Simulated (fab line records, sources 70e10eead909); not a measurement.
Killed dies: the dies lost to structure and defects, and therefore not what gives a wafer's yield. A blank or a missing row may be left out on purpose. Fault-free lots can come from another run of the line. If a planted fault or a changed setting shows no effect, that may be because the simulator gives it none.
fab line records    flow nand-harc
[record] lots = 6  wafers = 18  last-day = 34
route steps=1302 shown A_CHANNEL_HOLE_D1@481 A_CHANNEL_FILL_D1@490 END@1302
lots that met no fault: from a run of the same line without faults
start-h: hours from the record's opening day to when the first of the lot's shown wafers began    wait-h: time in hours since the lot's previous step    " the same as in the row above    L1.1+2: a single row standing in for several wafers    - no value present, or no start provided    * or withheld: withheld    < > ~ a bound
route shown NAME@n: a module of which the file shows steps, and the number in the route of the first    usual: mean/standard deviation of fault-free wafers    same: alike in all rows    chamber/n: place in a boat    sites: per-site readings    _std_site: how widely they spread, as a standard deviation    _edge_site: outer sites' mean less inner sites'    radius-mm: how far each site lies from the wafer's centre    mask NAME#n: copy n    behind: the last tool/chamber to shape the wafer    hold: the reason the lot was held/the length of the hold in hours/how it ended    device: names the non-switching transistor (n, p or np)    end of line: the same wafers' tests at the end of the route    a step without rows: its recipe alone    killed: count of dies lost to structure and defects at first sort (not the wafer's yield)    map: per-die view of a wafer (x killed, . not killed, _ where there is no die)
set.NAME: setting as actually run; set.NAME@STEP: the setting as run at that earlier step    model.NAME: the simulator's own value behind a step, which no gauge read
lots at selected steps of the route; one table per step, one row per wafer
services: the hour from which a tool's chamber was out of use, counted from the record's first day as start-h (under 0 if before that day), plus the number of hours and why
[[steps]]
[step NHARC_A_CHANNEL_HOLE_D1_STRIP_42]
[recipe] cf4-flow-sccm = 100  chf3-flow-sccm = 30  ar-flow-sccm = 0  bias-w = 0  chemistry = CF4/CHF3
[step NHARC_A_CHANNEL_HOLE_D1_STRIP_43]
[recipe] o2-flow-sccm = 400  cos-flow-sccm = 20  ar-flow-sccm = 0  bias-w = 0  chemistry = O2/COS
[step NHARC_A_CHANNEL_HOLE_D1_ETCH_44]
[recipe] target-depth-a = 1400  overetch-a = 140  time-s = 77  ion-energy-ev = 100  cf4-flow-sccm = 80  o2-flow-sccm = 20  ar-flow-sccm = 0  rf-w = 300  bias-w = 100  chemistry = CF4/O2
[usual] drypump-motor-current-A = 5.8/0.49  o2-flow-sccm = 20.00/0.056  oes-product-au = 0.998/0.0094  rf-vpp-V = 197.7/1.5  showerhead-plenum-p-Torr = 1.33/0.065  throttle-valve-pct = 13.398/0.0087
lot.wafer  tool         chamber  start-h  wait-h  drypump-motor-current-A  o2-flow-sccm  oes-product-au  rf-hours-counter-h  rf-vpp-V  showerhead-plenum-p-Torr  throttle-valve-pct
L471.1     rie-diel-08  2        187.85   0.0     6.5                      20.08         0.994           16                  195.8     1.33                      13.401
L471.4     "            3        "        "       6.0                      20.07         0.999           15                  196.6     1.24                      13.387
L471.3     "            1        "        "       4.9                      20.04         1.008           16                  199.3     1.42                      13.400
L476.3     rie-diel-08  2        241.23   0.1     6.5                      19.90         0.996           3                   197.9     1.33                      13.391
L476.1     "            1        "        "       4.9                      19.99         1.010           3                   199.2     1.42                      13.396
L476.4     "            2        "        "       6.5                      19.93         1.000           -                   197.8     1.33                      13.393
L475.3     rie-diel-08  3        241.86   0.1     6.0                      19.87         0.985           3                   197.0     1.24                      13.400
L475.4     "            3        "        "       6.0                      19.90         0.995           -                   195.6     1.24                      13.396
L475.6     "            1        "        "       4.9                      19.97         0.992           -                   200.4     1.42                      13.401
L488.4     rie-diel-08  1        359.96   0.1     4.9                      20.00         1.014           13                  200.4     1.42                      13.399
L488.2     "            2        "        "       6.5                      19.95         1.009           12                  198.3     1.33                      13.400
L488.5     "            1        "        "       4.9                      19.97         1.018           -                   199.7     1.42                      13.393
L487.4     rie-diel-08  1        363.72   0.1     4.9                      19.97         1.009           13                  199.3     1.42                      13.385
L487.2     "            2        "        "       6.5                      20.00         0.979           12                  197.4     1.33                      13.405
L487.6     "            3        "        "       6.0                      19.88         0.997           -                   196.0     1.24                      13.386
L494.3     rie-diel-08  0        420.87   0.1     5.7                      19.97         0.989           4                   199.1     1.40                      13.405
L494.1     "            3        "        "       6.0                      20.01         0.996           4                   196.7     1.24                      13.392
L494.6     "            1        "        "       4.9                      19.95         1.006           -                   200.1     1.42                      13.405
[step NHARC_A_CHANNEL_HOLE_D1_STRIP_27]
[recipe] o2-flow-sccm = 500  ar-flow-sccm = 0  bias-w = 0  chemistry = O2
[usual] drypump-motor-current-A = 5.8/0.51  o2-flow-sccm = 500.0/1.5  oes-product-au = 0.998/0.0086  rf-vpp-V = 57.6/0.9  showerhead-plenum-p-Torr = 3.52/0.16  throttle-valve-pct = 17.036/0.0085
lot.wafer  tool         chamber  start-h  wait-h  drypump-motor-current-A  o2-flow-sccm  oes-product-au  rf-hours-counter-h  rf-vpp-V  showerhead-plenum-p-Torr  throttle-valve-pct
L471.1     rie-diel-08  2        -        -       6.5                      498.7         0.996           16                  58.3      3.52                      17.028
L471.3     "            3        "        "       6.0                      499.1         0.995           15                  57.8      3.30                      17.023
L471.4     "            0        "        "       5.7                      498.9         1.004           14                  57.4      3.70                      17.024
L476.3     rie-diel-08  1        -        -       4.9                      501.7         1.003           3                   57.0      3.74                      17.034
L476.1     "            2        "        "       6.5                      502.6         0.996           3                   57.4      3.52                      17.048
L476.4     "            1        "        "       4.9                      501.0         1.001           -                   58.3      3.74                      17.034
L475.3     rie-diel-08  1        -        -       4.9                      498.0         1.000           3                   58.2      3.74                      17.031
L475.4     "            2        "        "       6.5                      501.7         0.989           -                   58.4      3.52                      17.048
L475.6     "            3        "        "       6.0                      499.0         0.982           -                   56.7      3.30                      17.017
L488.2     rie-diel-08  0        -        -       5.7                      503.2         1.005           11                  57.5      3.69                      17.030
L488.4     "            1        "        "       4.9                      500.6         1.004           13                  57.6      3.73                      17.031
L488.5     "            0        "        "       5.8                      500.2         1.003           -                   57.4      3.69                      17.035
L487.4     rie-diel-08  0        -        -       5.7                      499.9         1.004           11                  57.3      3.69                      17.041
L487.2     "            2        "        "       6.5                      501.6         0.984           12                  56.7      3.51                      17.025
L487.6     "            3        "        "       6.0                      502.1         0.999           -                   55.7      3.29                      17.033
L494.1     rie-diel-08  3        -        -       6.0                      499.9         1.000           4                   57.4      3.29                      17.022
L494.3     "            1        "        "       4.9                      497.1         1.020           4                   57.7      3.73                      17.036
L494.6     "            2        "        "       6.5                      502.8         0.996           -                   57.1      3.51                      17.040
[step NHARC_A_CHANNEL_HOLE_D1_PRECLEAN_28]
[recipe] time-s = *  temp-c = 50  bath-age-min = 0  chemistry = SC1
[step NHARC_A_CHANNEL_HOLE_D1_SRD_29]
[step NHARC_A_CHANNEL_HOLE_D1_CD_MEAS_30]
[usual] cd-nm = 90.5/1.2
lot.wafer  tool       chamber  start-h  wait-h  cd-nm
L471.1     cd-sem-01  -        188.65   -       91.2
L471.3     "          -        "        "       91.7
L471.4     "          -        "        "       93.0
L476.1     cd-sem-01  -        242.15   -       92.2
L476.3     "          -        "        "       91.2
L476.4     "          -        "        "       91.9
L475.3     cd-sem-03  -        242.78   -       90.0
L475.4     "          -        "        "       90.6
L475.6     "          -        "        "       90.7
L488.2     cd-sem-02  -        360.75   -       89.5
L488.4     "          -        "        "       92.1
L488.5     "          -        "        "       93.1
L487.2     cd-sem-01  -        364.50   -       88.9
L487.4     "          -        "        "       91.8
L487.6     "          -        "        "       87.9
L494.1     cd-sem-02  -        421.66   -       90.1
L494.3     "          -        "        "       90.3
L494.6     "          -        "        "       90.1
[step NHARC_A_CHANNEL_HOLE_D1_XSEM_31]
[recipe] landing-energy-ev = 35000
[usual] bot-cd-nm = 75.1/1.4  bow-nm = 8.52/0.24  tilt-deg = 0.07/0.036
lot.wafer  tool     chamber  start-h  wait-h  bot-cd-nm  bow-nm  tilt-deg
L471.1     xsem-02  0        188.74   0.1     76.9       8.34    0.11
L471.3     "        0        "        "       76.7       8.38    0.11
L471.4     "        0        "        "       78.0       8.34    0.11
L476.1     xsem-02  0        242.24   0.1     76.2       8.67    0.10
L476.3     "        0        "        "       76.4       8.59    0.10
L476.4     "        0        "        "       76.5       8.58    0.10
L475.3     xsem-01  0        242.86   0.1     74.3       8.36    0.03
L475.4     "        0        "        "       75.2       8.34    0.03
L475.6     "        0        "        "       74.8       8.36    0.03
L488.2     xsem-01  0        360.84   0.1     74.3       8.71    0.04
L488.4     "        0        "        "       77.6       8.71    0.05
L488.5     "        0        "        "       78.9       8.60    0.04
L487.2     xsem-02  0        364.59   0.1     74.6       8.27    0.05
L487.4     "        0        "        "       76.0       8.31    0.05
L487.6     "        0        "        "       73.5       8.32    0.05
L494.1     xsem-01  0        421.76   0.1     74.9       8.04    0.13
L494.3     "        0        "        "       74.9       8.06    0.13
L494.6     "        0        "        "       74.7       8.04    0.13
[step NHARC_A_CHANNEL_HOLE_D1_INSPECT_40]
[usual] raw-defect-count = 75/27
lot.wafer  tool               chamber  start-h  wait-h  raw-defect-count
L471.1     defect-inspect-01  -        188.83   -       81
L471.3     "                  -        "        "       99
L471.4     "                  -        "        "       103
L476.1     defect-inspect-02  -        242.34   -       23
L476.3     "                  -        "        "       40
L476.4     "                  -        "        "       51
L475.3     defect-inspect-02  -        244.25   -       117
L475.4     "                  -        "        "       106
L475.6     "                  -        "        "       111
L488.2     defect-inspect-02  -        360.93   -       101
L488.4     "                  -        "        "       60
L488.5     "                  -        "        "       59
L487.2     defect-inspect-02  -        364.69   -       121
L487.4     "                  -        "        "       81
L487.6     "                  -        "        "       103
L494.1     defect-inspect-02  -        421.86   -       60
L494.3     "                  -        "        "       62
L494.6     "                  -        "        "       64
[step NHARC_A_CHANNEL_FILL_D1_PRECLEAN_00]
[recipe] time-s = *  temp-c = 50  bath-age-min = 0  chemistry = SC1
[step NHARC_A_CHANNEL_FILL_D1_SRD_01]
[step NHARC_A_CHANNEL_FILL_D1_ALD_02]
[recipe] target-thk-a = 60  pulse-time-s = 10  ald-cycles = 60  temp-c = 300  material = SiO2
[usual] ald-cycles = 60/0  heater-power-w = 465/48  precursor-pulse-height-rel = 1.001/0.02
lot.wafer  tool       chamber  start-h  wait-h  ald-cycles  heater-power-w  precursor-pulse-height-rel
L471.3     ald-hk-04  0        189.03   -       60          472             1.012
L471.4     "          1        "        "       60          482             0.982
L471.1     "          2        "        "       60          440             1.013
L476.4     ald-hk-04  2        242.54   -       60          434             1.030
L476.3     "          3        "        "       60          488             1.007
L476.1     "          0        "        "       60          477             1.009
L475.4     ald-hk-02  0        244.53   -       60          354             1.008
L475.3     "          1        "        "       60          464             0.988
L475.6     "          1        "        "       60          459             0.954
L488.4     ald-hk-04  0        361.13   -       60          436             1.019
L488.2     "          3        "        "       60          462             1.011
L488.5     "          0        "        "       60          445             0.967
L487.4     ald-hk-04  2        364.96   -       60          461             0.948
L487.2     "          0        "        "       60          425             1.030
L487.6     "          2        "        "       60          453             0.986
L494.3     ald-hk-02  0        422.13   -       60          374             1.018
L494.1     "          2        "        "       60          396             1.023
L494.6     "          3        "        "       60          526             1.014
[step NHARC_A_CHANNEL_FILL_D1_ALD_03]
[recipe] target-thk-a = 60  pulse-time-s = 60  ald-cycles = 58  temp-c = 630  pressure-torr = 2  material = SiNx
[usual] ald-cycles = 58/0  precursor-pulse-height-rel = 0.997/0.019
lot.wafer  tool              chamber  start-h  wait-h  ald-cycles  precursor-pulse-height-rel
L471.1     ald-sin-batch-02  0        192.89   -       58          1.017
L471.3     "                 0        "        "       58          1.037
L471.4     "                 0        "        "       58          0.996
L475.3     ald-sin-batch-01  0        245.98   -       102         1.004
L475.4     "                 0        "        "       102         0.983
L475.6     "                 0        "        "       102         1.013
L476.1     ald-sin-batch-01  0        245.98   -       102         0.982
L476.3     "                 0        "        "       102         0.979
L476.4     "                 0        "        "       102         1.004
L488.2     ald-sin-batch-02  0        364.57   -       58          1.007
L488.4     "                 0        "        "       58          0.974
L488.5     "                 0        "        "       58          0.976
L487.2     ald-sin-batch-03  0        368.33   -       58          0.983
L487.4     "                 0        "        "       58          0.994
L487.6     "                 0        "        "       58          0.985
L494.1     ald-sin-batch-01  0        425.50   -       58          0.977
L494.3     "                 0        "        "       58          1.014
L494.6     "                 0        "        "       58          0.950
[step NHARC_A_CHANNEL_FILL_D1_ALD_14]
[recipe] target-thk-a = 25  pulse-time-s = 10  ald-cycles = 25  temp-c = 300  material = SiO2
[usual] ald-cycles = 25/0  heater-power-w = 463/47  precursor-pulse-height-rel = 1.001/0.021
lot.wafer  tool       chamber  start-h  wait-h  ald-cycles  heater-power-w  precursor-pulse-height-rel
L471.4     ald-hk-02  1        196.50   0.1     25          456             1.001
L471.1     "          2        "        "       25          411             1.030
L471.3     "          3        "        "       25          542             0.993
L476.3     ald-hk-04  3        249.53   0.0     25          482             1.022
L476.1     "          0        "        "       25          461             1.004
L476.4     "          1        "        "       25          483             1.043
L475.3     ald-hk-01  3        249.72   0.2     25          493             0.999
L475.4     "          0        "        "       25          515             0.977
L475.6     "          3        "        "       25          476             0.988
L488.4     ald-hk-01  0        368.13   0.0     25          515             1.014
L488.2     "          1        "        "       25          456             1.004
L488.5     "          0        "        "       25          501             1.009
L487.4     ald-hk-04  3        371.94   0.0     25          467             0.987
L487.2     "          0        "        "       25          432             0.978
L487.6     "          3        "        "       25          476             0.996
L494.1     ald-hk-02  1        429.14   0.1     25          487             1.004
L494.3     "          3        "        "       25          528             0.970
L494.6     "          0        "        "       25          377             1.043
[step NHARC_END_SORT_01]
[recipe] temp-c = 25
[usual] killed-at-array = 53/18  killed-at-other = 0.8/1.1  killed-at-periphery = 4.1/2.7  killed-dies = 58/18  killed-open = 3.1/1.7  killed-short = 2.7/1.7
[same] gross-dies = 677
lot.wafer  tool       chamber  start-h  wait-h  killed-at-array  killed-at-other  killed-at-periphery  killed-dies  killed-open  killed-short
L471.1     prober-01  0        573.49   2.5     61               0                8                    69           5            2
L471.3     prober-01  0        575.11   3.1     40               0                2                    42           5            3
L471.4     prober-01  0        575.92   3.4     60               0                6                    66           0            1
L475.3     prober-01  0        609.42   3.1     71               1                11                   83           3            1
L475.4     prober-01  0        610.20   3.4     66               0                8                    74           4            0
L475.6     prober-01  0        611.77   3.9     64               0                6                    70           0            2
L488.2     prober-02  0        734.21   2.8     26               6                1                    33           2            3
L488.4     prober-02  0        735.77   3.3     28               4                0                    32           3            1
L488.5     prober-02  0        736.55   3.6     30               2                1                    33           5            6
L487.2     prober-01  0        734.21   2.8     90               0                1                    91           4            3
L487.4     prober-01  0        735.81   3.4     68               0                2                    70           2            7
L487.6     prober-01  0        737.40   4.0     81               0                2                    83           4            2
L494.1     prober-02  0        801.03   2.5     77               0                4                    81           3            3
L494.3     prober-02  0        802.65   3.1     65               1                4                    70           3            5
L494.6     prober-02  0        805.07   4.0     60               0                6                    66           0            2
// killed by level:class
L471.1 A_CHANNEL_HOLE_D1:chamber-film-flake=29 A_CHANNEL_HOLE_D2:chamber-film-flake=14 P_M1:chamber-film-flake=4 A_ZERO_WELL:chamber-film-flake=4 A_WL_FILL:chamber-film-flake=4 P_GATE:chamber-film-flake=3 A_STAIRCASE:chamber-film-flake=2 P_M0:geometric-particle:open=1
L471.3 A_CHANNEL_HOLE_D1:chamber-film-flake=13 A_CHANNEL_HOLE_D2:chamber-film-flake=7 A_WL_FILL:chamber-film-flake=5 A_ZERO_WELL:chamber-film-flake=4 P_M1:chamber-film-flake=2 A_CHANNEL_HOLE_D1:geometric-particle:short=1 A_CHANNEL_FILL_D1:geometric-particle:open=1 A_ONON_D2:geometric-particle:short=1
L471.4 A_CHANNEL_HOLE_D2:chamber-film-flake=33 A_CHANNEL_HOLE_D1:chamber-film-flake=19 P_M1:chamber-film-flake=4 A_ZERO_WELL:chamber-film-flake=4 P_GATE:chamber-film-flake=2 A_CHANNEL_HOLE_D1:geometric-particle:short=1 A_CHANNEL_FILL_D1:chamber-film-flake=1 A_CHANNEL_FILL_D2:chamber-film-flake=1
L475.3 A_CHANNEL_HOLE_D1:chamber-film-flake=34 A_CHANNEL_HOLE_D2:chamber-film-flake=15 A_STAIRCASE:chamber-film-flake=9 P_GATE:chamber-film-flake=4 A_CONTACT:chamber-film-flake=4 A_BLC:chamber-film-flake=3 P_ZERO_WELL:chamber-film-flake=2 P_M0:chamber-film-flake=2
L475.4 A_CHANNEL_HOLE_D2:chamber-film-flake=33 A_CHANNEL_HOLE_D1:chamber-film-flake=15 A_STAIRCASE:chamber-film-flake=5 A_CHANNEL_FILL_D2:chamber-film-flake=4 P_GATE:chamber-film-flake=3 P_M0:chamber-film-flake=3 A_BLC:chamber-film-flake=3 A_CONTACT:chamber-film-flake=2
L475.6 A_CHANNEL_HOLE_D2:chamber-film-flake=24 A_CHANNEL_HOLE_D1:chamber-film-flake=23 A_STAIRCASE:chamber-film-flake=8 A_CONTACT:chamber-film-flake=4 P_M0:chamber-film-flake=3 P_GATE:chamber-film-flake=2 A_BLC:chamber-film-flake=2 A_DECK1_JOINT:geometric-particle:short=1
L488.2 A_CHANNEL_HOLE_D1:chamber-film-flake=9 A_SLIT:chamber-film-flake=7 THIN_TSV:chamber-film-flake=4 STARTING-WAFER:geometric-particle:short=2 A_DECK1_JOINT:chamber-film-flake=2 A_CHANNEL_HOLE_D2:chamber-film-flake=2 A_STAIRCASE:chamber-film-flake=2 P_M0:geometric-particle:open=1
L487.2 A_CHANNEL_HOLE_D1:chamber-film-flake=34 A_SLIT:chamber-film-flake=28 A_CHANNEL_HOLE_D2:chamber-film-flake=12 A_CONTACT:chamber-film-flake=7 A_M0:geometric-particle:short=2 P_M2:geometric-particle:open=1 A_ONON_D1:geometric-particle:open=1 A_CHANNEL_FILL_D1:geometric-particle:open=1
L488.4 A_CHANNEL_HOLE_D1:chamber-film-flake=7 A_SLIT:chamber-film-flake=7 A_CHANNEL_HOLE_D2:chamber-film-flake=4 THIN_TSV:chamber-film-flake=4 A_CONTACT:chamber-film-flake=3 A_M0:chamber-film-flake=2 A_ONON_D1:geometric-particle:open=1 A_CHANNEL_FILL_D2:geometric-particle:open=1
L487.4 A_CHANNEL_HOLE_D2:chamber-film-flake=23 A_SLIT:chamber-film-flake=18 A_CHANNEL_HOLE_D1:chamber-film-flake=13 A_WL_FILL:geometric-particle:short=3 A_CHANNEL_FILL_D1:geometric-particle:short=2 A_STAIRCASE:chamber-film-flake=2 P_M1:geometric-particle:open=1 A_ONON_D1:geometric-particle:short=1
L488.5 A_CHANNEL_HOLE_D1:chamber-film-flake=7 A_SLIT:chamber-film-flake=7 A_CHANNEL_FILL_D2:geometric-particle:open=3 A_CONTACT:chamber-film-flake=2 THIN_TSV:chamber-film-flake=2 A_CHANNEL_FILL_D1:geometric-particle:short=1 A_ONON_D2:geometric-particle:short=1 A_SGD_CUT:geometric-particle:short=1
L487.6 A_CHANNEL_HOLE_D1:chamber-film-flake=30 A_SLIT:chamber-film-flake=20 A_CHANNEL_HOLE_D2:chamber-film-flake=11 A_CONTACT:chamber-film-flake=8 A_WL_FILL:chamber-film-flake=3 A_CHANNEL_FILL_D1:geometric-particle:short=1 A_ONON_D2:geometric-particle:open=1 A_CHANNEL_FILL_D2:geometric-particle:open=1
L494.1 A_SLIT:chamber-film-flake=39 A_CHANNEL_HOLE_D2:chamber-film-flake=21 A_CHANNEL_HOLE_D1:chamber-film-flake=6 A_CONTACT:chamber-film-flake=4 A_M0:geometric-particle:open=2 P_STI:chamber-film-flake=2 A_ONON_D2:geometric-particle:short=1 A_CHANNEL_FILL_D2:geometric-particle:open=1
L494.3 A_CHANNEL_HOLE_D1:chamber-film-flake=21 A_SLIT:chamber-film-flake=18 A_CHANNEL_HOLE_D2:chamber-film-flake=14 P_M2:chamber-film-flake=2 A_CONTACT:chamber-film-flake=2 A_STAIRCASE:chamber-film-flake=2 P_CONTACT:geometric-particle:open=1 P_CONTACT:geometric-particle:short=1
L494.6 A_CHANNEL_HOLE_D1:chamber-film-flake=24 A_SLIT:chamber-film-flake=16 A_CHANNEL_HOLE_D2:chamber-film-flake=14 P_ZERO_WELL:chamber-film-flake=3 P_M2:chamber-film-flake=2 A_CONTACT:chamber-film-flake=2 A_CHANNEL_FILL_D2:geometric-particle:short=1 A_BLC:geometric-particle:short=1
[[services]]
tool              chamber  start-h  hours  kind
ald-hk-02         -        170.00   10.0   pm
rie-diel-08       0        170.05   -      clean
rie-diel-08       1        170.05   -      clean
rie-diel-08       2        170.05   -      clean
ald-hk-02         -        184.21   2.3    repair
rie-diel-08       -        191.05   9.0    pm
ald-hk-04         -        191.35   2.1    repair
rie-diel-08       2        203.25   12.5   repair
ald-hk-02         -        204.34   2.0    repair
ald-hk-01         -        225.16   0.6    repair
ald-hk-04         -        255.32   10.0   pm
ald-sin-batch-02  -        266.00   26.0   pm
rie-diel-08       3        272.12   7.2    repair
rie-diel-08       -        333.82   0.5    repair
rie-diel-08       2        339.63   3.4    repair
ald-hk-02         -        348.00   10.0   pm
rie-diel-08       -        368.07   9.0    pm
xsem-01           -        374.00   14.0   pm
xsem-01           -        392.65   0.9    repair
ald-hk-04         -        394.79   1.0    repair
xsem-01           -        400.45   1.4    repair
xsem-01           -        402.55   6.5    repair
ald-hk-01         -        416.20   0.6    repair
rie-diel-08       3        417.44   3.1    repair
[[key]]
[first-sign] step = NHARC_A_CHANNEL_FILL_D1_ALD_03  reading = ald-cycles  direction = up  sigmas = 99+  usual = 58  struck = 102
effect none on later readings
met-at NHARC_A_CHANNEL_FILL_D1_ALD_03
struck-wafers L475.3,L475.4,L475.6,L476.1,L476.3,L476.4
tester-left-out L475,L476
[fault] kind = process-parameter-drift  tool = ald-sin-batch-01  chamber = -  onset-h = 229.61  steps = NHARC_A_CHANNEL_FILL_D1_ALD_03  channel = ald-cycles  offset = 44  shape = step  end-h = 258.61  acts-in = these-recipes-only  stated = 58
// tester-left-out: of these lots the tester's yield and bins aren't shown, on N5 and GAA mostly nor the transistor test; their killed dies are dies lost to structure and defects alone, not to doping, threshold or leakage, so they don't give the yield
